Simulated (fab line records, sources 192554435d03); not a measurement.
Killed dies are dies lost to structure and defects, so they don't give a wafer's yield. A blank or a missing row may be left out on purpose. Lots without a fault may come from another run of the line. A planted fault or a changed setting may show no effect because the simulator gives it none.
fab line records | flow n5_finfet
record lots=24 wafers=72 last_day=18
route steps=1938 shown GATE_CUT@506 MOL_CONTACT_COAG@527
lots that met no fault: from a run of the same line without faults
start_h: hours from the record's first day to the start of the lot's first wafer shown | wait_h: hours since the lot's step before | " the same as in the row above | L1.1+2: a row that stands for several wafers | - no value, or no start given | * or withheld: withheld | < > ~ a bound
route shown NAME@n: a module of which the file shows steps, and the number in the route of the first | usual: mean/standard deviation of fault-free wafers | same: alike in all rows | chamber/n: place in a boat | sites: the reading at each site | _std_site: their standard deviation | _edge_site: outer sites' mean less inner sites' | radius_mm: how far each site lies from the wafer's centre | mask NAME#n: copy n | behind: the tool/chamber that last shaped the wafer | hold: why the lot was held/for how many hours/how that ended | device: the transistor (n, p or np) that didn't switch | end of line: the same wafers' tests at the end of the route | a step without rows: its recipe alone | killed: dies lost to structure and defects at the first sort, not the wafer's yield | map: a wafer's dies, x killed, . not, _ none there
set.NAME: the setting as run; set.NAME@STEP: as run at that earlier step | model.NAME: the simulator's own value behind a step, which no gauge read
steps of the route over a sample of lots; a table a step, a row a wafer
services: from which hour (start_h, from the record's first day; less than 0 if before it) a tool's chamber was out of use, for how many hours, and why
## steps
# step N5_GATE_CUT_VAPOR_ETCH_51
# recipe chemistry=BCl3/Cl2 target=HfO2 mode=isotropic
# usual drypump_motor_current_A=5.9/0.41 oes_product_au=0.78/0.083
# columns lot.wafer tool chamber start_h wait_h drypump_motor_current_A oes_product_au
L074.1 rie_metal-03 1 82.31 0.0 5.9 0.82
L074.3 " 1 " " 5.9 0.83
L074.6 " 1 " " 5.9 0.82
L075.1 rie_metal-02 0 94.04 0.0 5.6 0.79
L075.3 " 1 " " 5.4 0.69
L075.4 " 0 " " 5.6 0.80
L077.1 rie_metal-03 1 103.93 0.0 5.9 0.81
L077.3 " 0 " " 6.6 0.89
L077.6 " 0 " " 6.6 0.88
L076.1 rie_metal-01 0 104.90 0.0 5.7 0.89
L076.3 " 1 " " 6.1 0.68
L076.6 " 1 " " 6.1 0.67
L078.2 rie_metal-02 0 109.91 0.0 5.6 0.79
L078.4 " 1 " " 5.4 0.69
L078.5 " 0 " " 5.6 0.79
L079.1 rie_metal-02 0 117.15 0.0 5.6 0.80
L079.3 " 0 " " 5.6 0.80
L079.4 " 1 " " 5.3 0.69
L080.2 rie_metal-01 0 121.82 0.0 5.7 0.88
L080.4 " 0 " " 5.6 0.88
L080.5 " 1 " " 6.1 0.66
L081.1 rie_metal-03 0 125.09 0.0 6.6 0.88
L081.4 " 1 " " 5.9 0.81
L081.5 " 0 " " 6.6 0.87
L082.1 rie_metal-01 0 132.66 0.0 5.7 0.89
L082.3 " 1 " " 6.1 0.68
L082.5 " 0 " " 5.7 0.88
L083.1 rie_metal-02 1 138.08 0.0 5.4 0.69
L083.5 " 1 " " 5.4 0.68
L083.6 " 0 " " 5.6 0.79
L084.2 rie_metal-01 0 144.86 0.0 5.7 0.86
L084.3 " 1 " " 6.1 0.66
L084.5 " 0 " " 5.7 0.87
L085.3 rie_metal-02 1 150.54 0.0 5.3 0.69
L085.5 " 0 " " 5.6 0.78
L085.6 " 1 " " 5.4 0.69
L086.1 rie_metal-02 0 163.03 0.0 5.6 0.76
L086.3 " 0 " " 5.6 0.78
L086.4 " 1 " " 5.4 0.68
L087.2 rie_metal-03 1 163.61 0.0 5.9 0.80
L087.3 " 1 " " 5.9 0.79
L087.5 " 0 " " 6.6 0.86
L088.1 rie_metal-01 0 170.00 0.0 5.7 0.85
L088.4 " 0 " " 5.7 0.86
L088.5 " 1 " " 6.1 0.66
L089.1 rie_metal-03 0 172.68 0.0 6.6 0.87
L089.5 " 0 " " 6.6 0.86
L089.6 " 1 " " 5.9 0.80
L091.3 rie_metal-03 1 186.79 0.0 5.9 0.80
L091.4 " 0 " " 6.7 0.87
L091.6 " 1 " " 5.9 0.80
L090.1 rie_metal-01 0 187.80 0.0 5.7 0.85
L090.3 " 0 " " 5.8 0.86
L090.5 " 1 " " 6.1 0.65
L092.3 rie_metal-01 1 197.50 0.0 6.1 0.65
L092.4 " 0 " " 5.7 0.85
L092.6 " 1 " " 6.1 0.65
L093.3 rie_metal-01 1 207.32 0.0 6.1 0.65
L093.4 " 0 " " 5.7 0.84
L093.6 " 1 " " 6.1 0.65
L094.1 rie_metal-03 0 211.29 0.0 6.7 0.85
L094.5 " 1 " " 5.9 0.80
L094.6 " 0 " " 6.6 0.86
L095.2 rie_metal-03 0 214.66 0.0 6.7 0.86
L095.4 " 0 " " 6.6 0.86
L095.6 " 1 " " 5.9 0.80
L096.1 rie_metal-01 0 224.01 0.0 5.7 0.85
L096.5 " 0 " " 5.7 0.83
L096.6 " 1 " " 6.1 0.65
L097.1 rie_metal-02 1 228.11 0.1 5.4 0.68
L097.2 " 1 " " 5.4 0.68
L097.3 " 1 " " 5.4 0.68
# step N5_GATE_CUT_STRIP_21
# recipe chemistry=N2/H2 time_s=30 power_w=1000 temp_c=250 pressure_mtorr=withheld n2_flow_sccm=1750 h2_flow_sccm=3250
# usual drypump_motor_current_A=5.9/0.31 heater_power_w=351/34
# columns lot.wafer tool chamber start_h wait_h drypump_motor_current_A heater_power_w rf_hours_counter_h
L074.1 plasma_asher-01 1 82.36 0.0 5.5 339 38
L074.3 " 0 " " 6.0 400 -
L074.6 " 0 " " 6.0 400 -
L075.1 plasma_asher-02 0 94.09 0.0 6.3 357 89
L075.3 " 0 " " 6.3 366 -
L075.4 " 1 " " 5.8 301 -
L077.1 plasma_asher-01 0 103.98 0.0 6.0 394 42
L077.3 " 0 " " 6.0 407 -
L077.6 " 1 " " 5.4 336 -
L076.1 plasma_asher-02 1 104.95 0.0 5.8 311 92
L076.3 " 1 " " 5.8 304 -
L076.6 " 1 " " 5.8 298 -
L078.2 plasma_asher-01 0 110.08 0.2 6.0 400 43
L078.4 " 0 " " 6.0 393 -
L078.5 " 0 " " 6.0 391 -
L079.1 plasma_asher-02 0 117.20 0.0 6.3 366 94
L079.3 " 1 " " 5.8 296 -
L079.4 " 0 " " 6.3 358 -
L080.2 plasma_asher-01 1 121.87 0.0 5.4 334 45
L080.4 " 1 " " 5.4 337 -
L080.5 " 0 " " 6.0 396 -
L081.1 plasma_asher-02 1 125.14 0.0 5.8 305 96
L081.4 " 1 " " 5.8 306 -
L081.5 " 0 " " 6.3 367 -
L082.1 plasma_asher-01 0 132.72 0.0 6.0 400 48
L082.3 " 1 " " 5.4 327 -
L082.5 " 0 " " 6.0 396 -
L083.1 plasma_asher-02 1 138.13 0.0 5.8 315 98
L083.5 " 1 " " 5.8 305 -
L083.6 " 0 " " 6.3 374 -
L084.2 plasma_asher-01 0 144.96 0.1 6.0 398 50
L084.3 " 0 " " 6.0 401 -
L084.5 " 0 " " 6.1 407 -
L085.3 plasma_asher-02 0 150.60 0.1 6.3 361 -
L085.5 " 1 " " 5.8 305 -
L085.6 " 0 " " 6.3 367 -
L086.1 plasma_asher-01 0 163.08 0.0 6.0 406 53
L086.3 " 1 " " 5.5 332 -
L086.4 " 0 " " 6.0 401 -
L087.2 plasma_asher-01 0 163.66 0.0 6.0 400 53
L087.3 " 1 " " 5.4 339 -
L087.5 " 1 " " 5.4 335 -
L088.1 plasma_asher-02 0 170.05 0.0 6.3 366 105
L088.4 " 1 " " 5.8 313 -
L088.5 " 1 " " 5.8 307 -
L089.1 plasma_asher-01 1 172.73 0.0 5.4 338 54
L089.5 " 1 " " 5.4 331 -
L089.6 " 0 " " 6.0 391 -
L091.3 plasma_asher-02 1 186.86 0.1 5.8 305 -
L091.4 " 0 " " 6.3 354 -
L091.6 " 0 " " 6.3 377 -
L090.1 plasma_asher-01 1 187.85 0.0 5.5 329 57
L090.3 " 1 " " 5.5 336 -
L090.5 " 1 " " 5.4 323 -
L092.3 plasma_asher-02 1 197.57 0.1 5.8 314 -
L092.4 " 0 " " 6.3 365 -
L092.6 " 0 " " 6.3 362 -
L093.3 plasma_asher-01 0 207.38 0.1 6.0 391 -
L093.4 " 1 " " 5.4 331 -
L093.6 " 1 " " 5.4 336 -
L094.1 plasma_asher-02 0 211.34 0.0 6.3 366 112
L094.5 " 0 " " 6.3 362 -
L094.6 " 1 " " 5.8 306 -
L095.2 plasma_asher-01 0 214.72 0.0 6.0 403 61
L095.4 " 1 " " 5.4 329 -
L095.6 " 0 " " 6.0 395 -
L096.1 plasma_asher-02 0 224.06 0.0 6.3 367 116
L096.5 " 0 " " 6.3 364 -
L096.6 " 1 " " 5.8 306 -
L097.1 plasma_asher-02 0 228.19 0.1 6.3 359 116
L097.2 " 1 " " 5.8 309 116
L097.3 " 1 " " 5.8 313 -
# step N5_GATE_CUT_THK_MEAS_24
# recipe reads=SiO2_of_GATE_CUT_HM_DEP_46+SiO2_flowable_of_ILD0_FCVD_FILL_01
# usual GC_FILL_THK=219.6/2.1
# columns lot.wafer tool chamber start_h wait_h GC_FILL_THK[nm]
L074.1 film_metro-01 - 84.39 - 220.3
L074.3 " - " " 226.0
L074.6 " - " " 224.1
L075.1 film_metro-02 - 96.03 - 217.1
L075.3 " - " " 218.8
L075.4 " - " " 216.8
L077.1 film_metro-01 - 105.92 - 220.3
L077.3 " - " " 215.6
L077.6 " - " " 219.0
L076.1 film_metro-01 - 107.19 - 219.5
L076.3 " - " " 218.2
L076.6 " - " " 219.4
L078.2 film_metro-02 - 112.02 - 216.6
L078.4 " - " " 218.9
L078.5 " - " " 219.3
L079.1 film_metro-02 - 119.28 - 217.5
L079.3 " - " " 218.9
L079.4 " - " " 216.8
L080.2 film_metro-01 - 125.51 - 219.0
L080.4 " - " " 220.2
L080.5 " - " " 220.0
L081.1 film_metro-02 - 127.08 - 217.8
L081.4 " - " " 221.4
L081.5 " - " " 222.7
L082.1 film_metro-01 - 134.65 - 218.4
L082.3 " - " " 216.4
L082.5 " - " " 221.8
L083.1 film_metro-02 - 140.07 - 219.3
L083.5 " - " " 219.1
L083.6 " - " " 217.0
L084.2 film_metro-01 - 146.90 - 216.5
L084.3 " - " " 218.1
L084.5 " - " " 221.6
L085.3 film_metro-02 - 153.02 - 219.8
L085.5 " - " " 220.8
L085.6 " - " " 221.2
L086.1 film_metro-02 - 165.02 - 221.2
L086.3 " - " " 219.5
L086.4 " - " " 222.5
L087.2 film_metro-02 - 165.68 - 220.5
L087.3 " - " " 218.8
L087.5 " - " " 223.6
L088.1 film_metro-02 - 172.21 - 221.2
L088.4 " - " " 224.3
L088.5 " - " " 221.4
L089.1 film_metro-02 - 174.67 - 213.5
L089.5 " - " " 218.5
L089.6 " - " " 221.0
L091.3 film_metro-01 - 189.07 - 218.1
L091.4 " - " " 222.0
L091.6 " - " " 221.0
L090.1 film_metro-02 - 189.79 - 218.3
L090.3 " - " " 218.9
L090.5 " - " " 220.4
L092.3 film_metro-02 - 199.48 - 220.0
L092.4 " - " " 221.3
L092.6 " - " " 222.4
L093.3 film_metro-01 - 210.22 - 219.4
L093.4 " - " " 219.7
L093.6 " - " " 217.4
L094.1 film_metro-01 - 213.28 - 219.2
L094.5 " - " " 218.4
L094.6 " - " " 217.4
L095.2 film_metro-01 - 216.66 - 216.2
L095.4 " - " " 217.7
L095.6 " - " " 219.2
L096.1 film_metro-01 - 225.99 - 218.6
L096.5 " - " " 223.6
L096.6 " - " " 219.0
L097.1 film_metro-01 - 230.41 - 218.9
L097.2 " - " " 222.1
L097.3 " - " " 222.4
# step N5_MOL_CONTACT_COAG_OVL_MEAS_09
# recipe points_per_wafer=522
# usual CA_OVL=-0.6/0.66
# columns lot.wafer tool chamber start_h wait_h CA_OVL[nm]
L074.1 overlay-01 0 85.59 0.0 -0.7
L074.3 " 0 " " -1.0
L074.6 " 0 " " -1.2
L075.1 overlay-02 0 97.23 0.0 0.1
L075.3 " 0 " " 0.4
L075.4 " 0 " " 0.7
L077.1 overlay-02 0 107.11 0.0 -0.9
L077.3 " 0 " " 0.0
L077.6 " 0 " " -0.9
L076.1 overlay-02 0 108.26 0.0 -1.3
L076.3 " 0 " " -0.5
L076.6 " 0 " " -1.0
L078.2 overlay-02 0 113.10 0.0 -0.7
L078.4 " 0 " " -0.2
L078.5 " 0 " " 0.1
L079.1 overlay-02 0 120.35 0.0 0.0
L079.3 " 0 " " -0.5
L079.4 " 0 " " -0.5
L080.2 overlay-01 0 126.58 0.0 0.1
L080.4 " 0 " " 0.1
L080.5 " 0 " " -0.3
L081.1 overlay-01 0 128.15 0.0 -0.9
L081.4 " 0 " " -0.9
L081.5 " 0 " " -0.5
L082.1 overlay-02 0 135.72 0.0 -0.9
L082.3 " 0 " " -0.6
L082.5 " 0 " " -0.7
L083.1 overlay-01 0 141.38 0.0 -1.2
L083.5 " 0 " " -0.3
L083.6 " 0 " " 0.0
L084.2 overlay-02 0 147.98 0.0 0.5
L084.3 " 0 " " -0.2
L084.5 " 0 " " -0.2
L085.3 overlay-01 0 154.10 0.0 -1.2
L085.5 " 0 " " -1.3
L085.6 " 0 " " -1.4
L086.1 overlay-01 0 166.13 0.0 -1.1
L086.3 " 0 " " 0.0
L086.4 " 0 " " -1.5
L087.2 overlay-02 0 166.88 0.0 -0.8
L087.3 " 0 " " 0.2
L087.5 " 0 " " -0.3
L088.1 overlay-01 0 173.41 0.0 -0.4
L088.4 " 0 " " -0.8
L088.5 " 0 " " -1.9
L089.1 overlay-01 0 175.74 0.0 -1.1
L089.5 " 0 " " 0.1
L089.6 " 0 " " -1.2
L091.3 overlay-01 0 190.15 0.0 -0.7
L091.4 " 0 " " -0.6
L091.6 " 0 " " -0.2
L090.1 overlay-01 0 190.99 0.0 0.1
L090.3 " 0 " " 0.0
L090.5 " 0 " " 0.6
L092.3 overlay-01 0 200.69 0.0 -0.3
L092.4 " 0 " " 0.4
L092.6 " 0 " " -0.9
L093.3 overlay-01 0 211.43 0.0 -0.1
L093.4 " 0 " " 0.9
L093.6 " 0 " " 0.7
L094.1 overlay-02 0 214.35 0.0 0.7
L094.5 " 0 " " 0.4
L094.6 " 0 " " -0.9
L095.2 overlay-02 0 217.73 0.0 -1.3
L095.4 " 0 " " -1.7
L095.6 " 0 " " -1.1
L096.1 overlay-01 0 227.24 0.0 -1.4
L096.5 " 0 " " -1.2
L096.6 " 0 " " -1.6
L097.1 overlay-01 0 232.73 0.0 0.4
L097.2 " 0 " " -0.7
L097.3 " 0 " " -0.3
# step N5_MOL_CONTACT_COAG_INSPECT_10
# recipe mode=adi inspect_instrument=brightfield
# usual raw_defect_count=90/43
# columns lot.wafer tool chamber start_h wait_h raw_defect_count
L074.1 defect_inspect-02 - 85.65 0.1 61
L074.3 " - " " 25
L074.6 " - " " 34
L075.1 defect_inspect-01 - 97.28 0.1 79
L075.3 " - " " 105
L075.4 " - " " 129
L077.1 defect_inspect-01 - 107.17 0.1 144
L077.3 " - " " 130
L077.6 " - " " 217
L076.1 defect_inspect-02 - 108.32 0.1 90
L076.3 " - " " 107
L076.6 " - " " 138
L078.2 defect_inspect-02 - 113.15 0.0 57
L078.4 " - " " 47
L078.5 " - " " 72
L079.1 defect_inspect-01 - 120.41 0.1 55
L079.3 " - " " 54
L079.4 " - " " 53
L080.2 defect_inspect-02 - 126.64 0.0 123
L080.4 " - " " 132
L080.5 " - " " 113
L081.1 defect_inspect-01 - 128.21 0.1 77
L081.4 " - " " 129
L081.5 " - " " 121
L082.1 defect_inspect-02 - 135.78 0.1 64
L082.3 " - " " 75
L082.5 " - " " 75
L083.1 defect_inspect-02 - 141.44 0.1 127
L083.5 " - " " 106
L083.6 " - " " 61
L084.2 defect_inspect-01 - 148.03 0.0 33
L084.3 " - " " 61
L084.5 " - " " 56
L085.3 defect_inspect-01 - 154.14 0.0 109
L085.5 " - " " 117
L085.6 " - " " 65
L086.1 defect_inspect-01 - 166.19 0.1 124
L086.3 " - " " 222
L086.4 " - " " 232
L087.2 defect_inspect-02 - 166.94 0.0 80
L087.3 " - " " 49
L087.5 " - " " 53
L088.1 defect_inspect-02 - 173.46 0.1 79
L088.4 " - " " 66
L088.5 " - " " 82
L089.1 defect_inspect-02 - 175.80 0.1 138
L089.5 " - " " 99
L089.6 " - " " 67
L091.3 defect_inspect-02 - 190.20 0.0 70
L091.4 " - " " 58
L091.6 " - " " 54
L090.1 defect_inspect-01 - 191.04 0.1 54
L090.3 " - " " 44
L090.5 " - " " 49
L092.3 defect_inspect-02 - 200.74 0.0 118
L092.4 " - " " 107
L092.6 " - " " 166
L093.3 defect_inspect-02 - 211.48 0.0 90
L093.4 " - " " 100
L093.6 " - " " 90
L094.1 defect_inspect-02 - 214.41 0.1 120
L094.5 " - " " 204
L094.6 " - " " 161
L095.2 defect_inspect-01 - 217.78 0.0 46
L095.4 " - " " 43
L095.6 " - " " 62
L096.1 defect_inspect-02 - 227.30 0.1 95
L096.5 " - " " 87
L096.6 " - " " 76
L097.1 defect_inspect-01 - 232.79 0.1 62
L097.2 " - " " 95
L097.3 " - " " 92
# step N5_MOL_CONTACT_COAG_STRIP_98
# recipe chemistry=N2/H2 power_w=500 temp_c=40 pressure_mtorr=50 rf_frequency_hz=6e+07 overash_fraction=0.3 bias_power_w=8 h2_frac=0.5 n2_flow_sccm=300 h2_flow_sccm=300
# usual bias_power_w=7.999/0.025 drypump_motor_current_A=5.7/0.51 oes_product_au=0.80/0.089 rf_vpp_V=54.4/1.5 showerhead_plenum_p_Torr=3.41/0.12 throttle_valve_pct=18.9/0.46
# columns lot.wafer tool chamber start_h wait_h bias_power_w drypump_motor_current_A oes_product_au rf_hours_counter_h rf_vpp_V showerhead_plenum_p_Torr throttle_valve_pct
L074.1 rie_diel-03 3 86.47 0.0 8.019 6.0 0.84 72 54.2 3.24 18.4
L074.3 " 2 " " 8.028 5.0 0.87 42 56.6 3.44 19.7
L074.6 " 3 " " 8.066 6.0 0.86 - 54.4 3.24 18.4
L075.1 rie_diel-03 3 97.65 0.0 8.029 5.9 0.84 75 54.0 3.24 18.4
L075.3 " 1 " " 8.006 5.5 0.73 155 52.6 3.49 19.0
L075.4 " 0 " " 8.025 5.2 0.97 5 53.0 3.43 18.4
L077.1 rie_diel-06 0 107.53 0.0 8.021 5.8 0.72 192 56.0 3.47 18.9
L077.3 " 2 " " 7.992 6.3 0.72 217 52.0 3.34 19.4
L077.6 " 0 " " 7.990 5.8 0.73 - 53.2 3.47 18.9
L076.1 rie_diel-01 2 109.07 0.0 7.969 5.2 0.89 29 53.7 3.59 18.8
L076.3 " 1 " " 7.965 5.8 0.68 225 52.4 3.16 18.3
L076.6 " 1 " " 8.001 5.8 0.68 - 50.8 3.16 18.2
L078.2 rie_diel-03 3 113.51 0.0 7.977 6.0 0.83 81 52.5 3.24 18.4
L078.4 " 2 " " 7.979 5.0 0.86 52 55.0 3.43 19.7
L078.5 " 2 " " 8.022 5.0 0.86 - 54.0 3.43 19.7
L079.1 rie_diel-03 3 120.77 0.0 7.995 6.0 0.83 83 54.8 3.24 18.4
L079.3 " 2 " " 8.000 5.0 0.86 55 55.3 3.43 19.7
L079.4 " 0 " " 7.982 5.2 0.93 14 53.3 3.43 18.5
L080.2 rie_diel-03 1 127.00 0.0 8.007 5.5 0.73 166 54.4 3.48 19.0
L080.4 " 2 " " 8.001 5.0 0.86 57 54.1 3.43 19.7
L080.5 " 0 " " 8.027 5.2 0.92 - 54.9 3.43 18.5
L081.1 rie_diel-03 0 128.57 0.0 8.020 5.2 0.92 16 54.5 3.42 18.4
L081.4 " 2 " " 7.989 5.0 0.84 57 54.7 3.43 19.7
L081.5 " 2 " " 7.975 5.0 0.84 - 51.2 3.43 19.7
L082.1 rie_diel-01 1 136.14 0.0 8.012 5.7 0.68 237 54.4 3.16 18.3
L082.3 " 3 " " 8.034 6.6 0.69 242 54.0 3.45 19.0
L082.5 " 2 " " 7.981 5.2 0.87 - 55.7 3.58 18.8
L083.1 rie_diel-03 3 141.83 0.0 7.993 6.0 0.83 90 55.2 3.23 18.4
L083.5 " 2 " " 7.956 5.0 0.87 - 54.9 3.42 19.7
L083.6 " 1 " " 7.971 5.5 0.73 - 55.7 3.48 19.1
L084.2 rie_diel-06 2 148.39 0.0 7.996 6.3 0.71 232 53.0 3.33 19.4
L084.3 " 0 " " 7.940 5.8 0.71 206 55.6 3.46 19.0
L084.5 " 0 " " 7.983 5.8 0.72 - 53.9 3.46 19.0
L085.3 rie_diel-03 0 154.56 0.0 8.032 5.2 0.91 21 55.8 3.42 18.5
L085.5 " 0 " " 8.030 5.2 0.91 - 55.4 3.42 18.5
L085.6 " 1 " " 7.980 5.5 0.73 - 57.4 3.48 19.1
L086.1 rie_diel-03 2 166.55 0.0 7.985 5.0 0.84 68 54.1 3.42 19.7
L086.3 " 0 " " 7.992 5.2 0.89 25 54.3 3.42 18.4
L086.4 " 3 " " 7.974 5.9 0.80 97 53.8 3.23 18.4
L087.2 rie_diel-03 1 167.30 0.0 8.024 5.5 0.73 177 54.1 3.47 19.1
L087.3 " 0 " " 8.004 5.2 0.90 25 53.7 3.42 18.5
L087.5 " 2 " " 7.997 5.0 0.85 - 55.9 3.42 19.7
L088.1 rie_diel-01 0 173.83 0.0 8.008 6.4 0.78 110 55.9 3.51 18.5
L088.4 " 0 " " 8.013 6.4 0.77 - 53.2 3.51 18.5
L088.5 " 1 " " 7.974 5.8 0.67 - 55.3 3.15 18.3
L089.1 rie_diel-03 0 176.16 0.0 8.006 5.3 0.90 27 53.6 3.42 18.5
L089.5 " 1 " " 8.032 5.5 0.72 - 54.5 3.47 19.0
L089.6 " 2 " " 7.986 5.0 0.83 - 52.7 3.42 19.7
L091.3 rie_diel-06 1 190.56 0.0 8.010 6.6 0.72 208 53.7 3.45 18.6
L091.4 " 0 " " 7.981 5.7 0.70 222 50.7 3.45 19.0
L091.6 " 2 " " 7.970 6.3 0.69 - 57.0 3.32 19.4
L090.1 rie_diel-06 3 191.44 0.0 7.957 5.4 0.95 6 55.1 3.56 18.6
L090.3 " 2 " " 8.036 6.3 0.69 247 53.9 3.32 19.5
L090.5 " 0 " " 7.973 5.7 0.70 - 52.0 3.45 19.0
L092.3 rie_diel-03 2 201.10 0.0 7.962 5.0 0.82 79 56.2 3.42 19.8
L092.4 " 3 " " 7.991 5.9 0.80 106 52.0 3.23 18.5
L092.6 " 0 " " 7.981 5.2 0.88 - 56.6 3.41 18.5
L093.3 rie_diel-01 2 211.84 0.0 7.965 5.2 0.84 68 56.4 3.57 18.9
L093.4 " 2 " " 7.973 5.2 0.83 - 53.6 3.57 18.9
L093.6 " 0 " " 7.988 6.3 0.77 - 54.7 3.50 18.5
L094.1 rie_diel-06 3 214.77 0.0 8.031 5.4 0.90 15 53.9 3.56 18.6
L094.5 " 0 " " 8.017 5.8 0.69 - 54.4 3.45 19.0
L094.6 " 1 " " 7.995 6.6 0.70 - 54.9 3.45 18.6
L095.2 rie_diel-01 0 218.96 0.0 8.010 6.3 0.77 129 51.5 3.50 18.5
L095.4 " 0 " " 8.029 6.4 0.76 - 55.8 3.50 18.5
L095.6 " 3 " " 8.012 6.6 0.95 - 53.2 3.44 18.6
L096.1 rie_diel-03 3 227.66 0.0 8.034 6.0 0.79 117 56.3 3.22 18.5
L096.5 " 2 " " 7.990 5.0 0.81 - 53.0 3.41 19.8
L096.6 " 1 " " 8.030 5.5 0.70 - 54.9 3.46 19.1
L097.1 rie_diel-01 1 233.56 0.0 7.989 5.7 1.02 0 53.3 3.55 17.9
L097.2 " 2 " " 8.034 5.2 0.82 78 54.0 3.56 18.9
L097.3 " 3 " " 7.998 6.6 0.94 10 54.9 3.43 18.6
## services
# columns tool chamber start_h hours kind
rie_diel-03 0 59.05 - clean
rie_diel-03 0 59.05 - consumable_replace:focus_ring
rie_diel-03 0 59.05 20.3 scheduled_down
rie_diel-03 0 59.05 20.3 vent_cycle
rie_metal-02 - 59.38 0.2 repair
rie_diel-01 1 66.24 16.2 repair
rie_diel-06 0 95.43 9.2 repair
rie_diel-01 0 107.19 29.5 repair
rie_metal-02 - 153.70 1.6 repair
rie_diel-06 2 169.03 5.1 repair
rie_diel-01 3 172.08 16.0 repair
rie_diel-01 1 175.77 9.0 repair
rie_diel-06 - 183.10 0.2 repair
rie_diel-03 3 184.82 4.3 repair
rie_metal-02 0 185.95 2.6 repair
rie_diel-01 3 188.14 - clean
rie_diel-01 3 188.14 - consumable_replace:focus_ring
rie_diel-01 3 188.14 25.6 scheduled_down
rie_diel-01 3 188.14 25.6 vent_cycle
plasma_asher-01 - 197.93 1.5 repair
rie_diel-01 1 213.94 - clean
rie_diel-01 1 213.94 - consumable_replace:focus_ring
rie_metal-02 1 228.40 16.7 repair
rie_diel-06 - 233.19 15.6 pm
## key
fault none
